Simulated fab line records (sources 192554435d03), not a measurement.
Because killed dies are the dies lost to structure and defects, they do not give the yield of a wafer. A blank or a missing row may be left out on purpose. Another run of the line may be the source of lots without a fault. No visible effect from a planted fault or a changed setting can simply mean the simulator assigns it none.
Problem report, 8D (eight disciplines) form, completed by code -- flow n5 finfet -- the parts of the form that need people (team, actions taken, sign-off) are left out

== 1. WHAT WENT WRONG ==
Wafers without a fault read 64 s, standard deviation 3.9; time to endpoint s at N5_BEOL_M8_CMP_52 reads a mean of 1 s on 6 wafers belonging to 2 lots. That puts it -16 standard deviations away from the usual mean.
The step: polishes, stops on SiCOH lowk, t overpolish 6.9 s, target thk 80 nm.
First observed at day 13 23:37: wafer L478.2, on cmp-04. The record holds 29 wafers of 10 lots with a number at this step. The rule behind "out" and "out of limits": a value lying over 4 standard deviations away from the usual mean. Any other wafer with a number is counted as sound.

== 2. WHAT IT IS; WHAT IT IS NOT ==
question,is,is not
which readings at this step,time to endpoint s,motor current A
which lots,"L478, L479","L461, L462, L463, L466, L468, L475, L482, L483"
which wafers of those lots,all that have a number,-
read on which tools,"cmp-03, cmp-04",cmp-02
when,from day 13 23:37,"up to then (17 sound wafers); but 6 sound wafers of L482, L483 came after"

== 3. WHAT RULES OUT EACH SUSPECT ==
Counting: a tool stays on the suspect list if, at a process step up to the reading, it processed all lots that are out and no sound lot following the first of them.
- pvd sputter-03 at N5_BEOL_M8_SPUTTER_48 (material Cu, target thk 10 nm, time 1.667 s): ruled out as a lasting fault. Following L478 (day 13 22:34), the first lot on it that is out, the sound lots L483 were run on it.
Left after counting: nothing in the record.

== 4. THE CAUSE (what the simulator had put in) ==
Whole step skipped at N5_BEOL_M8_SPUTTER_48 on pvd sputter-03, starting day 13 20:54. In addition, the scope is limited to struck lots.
Counting ruled it out, wrongly: the rule takes a fault to strike every lot that its tool runs from its start on, and this one did not.

== 5. SEQUENCE OF EFFECTS, ordered by route ==
One row per reading whose mean, taken over the struck wafers that have a number, lies over 3 standard deviations from the usual. Scope: only readings with a usual standard deviation given in the record; hours: median across lots of the time from each lot's start at the first step in this table that gives one to its start at this step; sigmas: change in usual standard deviations.
hours,step,reading,usual,on struck wafers,change,sigmas
0,N5_BEOL_M8_CMP_52,time to endpoint s,64 s,1,-63,-16
74,N5_PASSIVATION_PROBE_49,defect limited yield,91.1 %,0.0,-91.1,-65
74,N5_PASSIVATION_PROBE_49,killed_at_M4_up,13,1066,+1053,+99 or more
74,N5_PASSIVATION_PROBE_49,killed dies,105,1180,+1075,+63
74,N5_PASSIVATION_PROBE_49,killed on rim,15,152,+137,+35
74,N5_PASSIVATION_PROBE_49,sort_bin_5_function,5.3 %,95.7,+90.4,+90
74,N5_PASSIVATION_PROBE_49,sort n pass,1075,0,-1075,-63
74,N5_PASSIVATION_PROBE_49,sort yield pct,91.1 %,0.0,-91.1,-65
It contains these process steps:
- N5_BEOL_M8_CMP_52: polishes, stops on SiCOH lowk, t overpolish 6.9 s, target thk 80 nm.
- N5_PASSIVATION_PROBE_49
Readings that are blank on the struck wafers while sound wafers have them: bias v at N5_BEOL_M8_SPUTTER_48; cathode dc power W at N5_BEOL_M8_SPUTTER_48; substrate temp c at N5_BEOL_M8_SPUTTER_48; throttle valve pct at N5_BEOL_M8_SPUTTER_48.

== 6. WHAT WOULD HAVE CAUGHT IT SOONER ==
In this record no reading fell out of limits until day 13 23:37, 3 hours after the fault had begun at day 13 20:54.
At N5_BEOL_M8_SPUTTER_48 the tool's readings are blank on the struck wafers, where sound wafers have them: an empty tool record is the first sign, and it was there at once.
